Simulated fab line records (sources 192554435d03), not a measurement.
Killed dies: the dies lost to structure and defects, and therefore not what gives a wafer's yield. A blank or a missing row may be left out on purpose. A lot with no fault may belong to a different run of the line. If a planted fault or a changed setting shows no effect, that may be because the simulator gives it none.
Which tool did it? :: flow n5 finfet :: 36 wafers from 12 lots sampled at 3 of the route's 1938 steps

## WHAT EACH GAUGE READ, for each wafer
N5_BEOL_M4_INSPECT_59: inspects for defects (darkfield).
lot: L075
measured: day 8 07:16
on: defect inspect-02
raw defect count: 81 138 96

lot: L077
measured: day 8 16:05
on: defect inspect-02
raw defect count: 65 82 78

lot: L078
measured: day 8 18:01
on: defect inspect-02
raw defect count: 55 79 64

lot: L081
measured: day 10 00:24
on: defect inspect-02
raw defect count: 52 86 61

lot: L083
measured: day 10 21:17
on: defect inspect-01
raw defect count: 124 111 123

lot: L085
measured: day 11 04:07
on: defect inspect-02
raw defect count: 60 67 35

lot: L088
measured: day 11 14:58
on: defect inspect-01
raw defect count: 82 103 82

lot: L089
measured: day 12 04:46
on: defect inspect-01
raw defect count: 66 64 69

lot: L090
measured: day 12 10:38
on: defect inspect-02
raw defect count: 61 72 148

lot: L093
measured: day 13 04:10
on: defect inspect-01
raw defect count: 83 50 106

lot: L095
measured: day 13 19:20
on: defect inspect-01
raw defect count: 87 66 55

lot: L097
measured: day 14 03:20
on: defect inspect-02
raw defect count: 110 83 64

## WHICH TOOL RAN EACH LOT (tool, then ch and the chambers of the sampled wafers, then the start)
lot: L075
N5_BEOL_M4_ANNEAL_82: pvd sputter-01, day 8 04:53
N5_BEOL_M4_DEP_57: pecvd-03 ch 1,2, day 8 07:11

lot: L077
N5_BEOL_M4_ANNEAL_82: pvd sputter-01, day 8 13:43
N5_BEOL_M4_DEP_57: pecvd-02 ch 0,1,2, day 8 16:00

lot: L078
N5_BEOL_M4_ANNEAL_82: pvd sputter-02, day 8 15:41
N5_BEOL_M4_DEP_57: pecvd-04 ch 0,2, day 8 17:55

lot: L081
N5_BEOL_M4_ANNEAL_82: pvd sputter-02, day 9 22:01
N5_BEOL_M4_DEP_57: pecvd-03 ch 0,1, day 10 00:17

lot: L083
N5_BEOL_M4_ANNEAL_82: pvd sputter-02, day 10 18:53
N5_BEOL_M4_DEP_57: pecvd-02 ch 0,1,2, day 10 21:12

lot: L085
N5_BEOL_M4_ANNEAL_82: pvd sputter-01, day 11 01:47
N5_BEOL_M4_DEP_57: pecvd-03 ch 1,2, day 11 04:02

lot: L088
N5_BEOL_M4_ANNEAL_82: pvd sputter-02, day 11 12:40
N5_BEOL_M4_DEP_57: pecvd-02 ch 0,1,2, day 11 14:53

lot: L089
N5_BEOL_M4_ANNEAL_82: pvd sputter-03, day 12 02:26
N5_BEOL_M4_DEP_57: pecvd-03 ch 0,1, day 12 04:40

lot: L090
N5_BEOL_M4_ANNEAL_82: pvd sputter-01, day 12 08:16
N5_BEOL_M4_DEP_57: pecvd-04 ch 1,2, day 12 10:32

lot: L093
N5_BEOL_M4_ANNEAL_82: pvd sputter-02, day 13 01:51
N5_BEOL_M4_DEP_57: pecvd-02 ch 0,2, day 13 04:04

lot: L095
N5_BEOL_M4_ANNEAL_82: pvd sputter-03, day 13 17:02
N5_BEOL_M4_DEP_57: pecvd-04 ch 0,1,2, day 13 19:15

lot: L097
N5_BEOL_M4_ANNEAL_82: pvd sputter-02, day 14 01:01
N5_BEOL_M4_DEP_57: pecvd-03 ch 0,1,2, day 14 03:15
- N5_BEOL_M4_ANNEAL_82: time 240 s.
- N5_BEOL_M4_DEP_57: deposits SiCN from 3MS/NH3, target thk 8 nm, time 14 s.

## THE ANSWER, worked out from the rows above alone
Rule: the usual values come from the lots themselves. The widest of any qualifying gaps counts: lots, ordered by their means at a reading, are off when they make up no more than a third of the lots, leave a main group of 4 or more, and stand apart from it by 3 or more times the standard deviation of that group's means. The tables above print the reading to a certain number of digits; a main group whose means all agree to those digits is not used. A lot without any number at a reading at which 4 lots or more have one is off too. The other lots that the step has rows for count as sound.
No lot is off at any reading shown: from this, nothing can be told.

## WHAT THE SIMULATOR HAD PUT IN
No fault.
